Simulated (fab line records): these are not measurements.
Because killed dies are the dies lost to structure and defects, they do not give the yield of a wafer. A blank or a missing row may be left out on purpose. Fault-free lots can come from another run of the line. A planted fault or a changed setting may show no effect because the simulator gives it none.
Matching of chambers -- flow nand harc -- rie si-01 running NHARC_A_CHANNEL_FILL_D2_ETCHBACK_19: 4 sister chambers
The step etches the open film in HBr/Cl2, target depth 5 nm, time 1.7 s. 14 wafers are shown with their chamber, then 7 later ones without.

== WAFERS PAIRED WITH THEIR CHAMBERS ==
wafer,chamber,oes product au (a.u.),throttle valve pct (%)
L079.1,1,1.002,26.408
L079.2,0,1.014,26.406
L079.6,0,1.009,26.420
L081.2,2,1.002,26.411
L081.3,3,0.980,26.385
L081.4,1,1.007,26.404
L082.3,3,0.969,26.398
L082.5,2,0.994,26.400
L082.6,1,1.005,26.407
L084.1,3,0.988,26.399
L084.3,2,0.989,26.409
L084.5,1,0.999,26.413
L086.1,1,0.999,26.419
L086.2,0,0.987,26.404

SIGNATURES, as means of the wafers listed above
reading,chamber 0,chamber 1,chamber 2,chamber 3,scatter within a chamber
oes product au,1.00333,1.00240,0.99500,0.97900,0.00855
throttle valve pct,26.41000,26.41020,26.40667,26.39400,0.00694
Rule: for a wafer and a chamber, the distance is found by dividing, reading by reading, the gap between the wafer's reading and the chamber's mean by the reading's scatter, squaring, summing and taking the root. If the next closest chamber is less than 2 further off than the closest, the wafer can't be placed; otherwise it belongs to the closest. The scatter: take each reading less its chamber's mean, square it, sum over the shown wafers, divide by the number of wafers less the number of chambers, and take the root.

== WAFERS WITHOUT THEIR CHAMBER ==
wafer,oes product au (a.u.),throttle valve pct (%)
L086.6,0.990,26.387
L090.2,1.000,26.397
L090.5,0.981,26.379
L090.6,1.015,26.391
L092.4,0.993,26.393
L092.5,0.998,26.402
L092.6,0.991,26.406

== WHICH CHAMBER EACH ONE RAN IN ==
wafer,from the rows above,in truth
L086.6,can't be placed: 3 or 2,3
L090.2,can't be placed: 2 or 0 or 1 or 3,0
L090.5,3,3
L090.6,can't be placed: 0 or 1 or 2 or 3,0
L092.4,can't be placed: 3 or 2 or 1 or 0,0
L092.5,can't be placed: 2 or 1 or 0 or 3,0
L092.6,can't be placed: 2 or 1 or 0 or 3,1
Placed correctly: 1 of 7. Can't be placed from these rows: 6 (the true chamber is among the candidates in 6). Wrongly placed: 0.
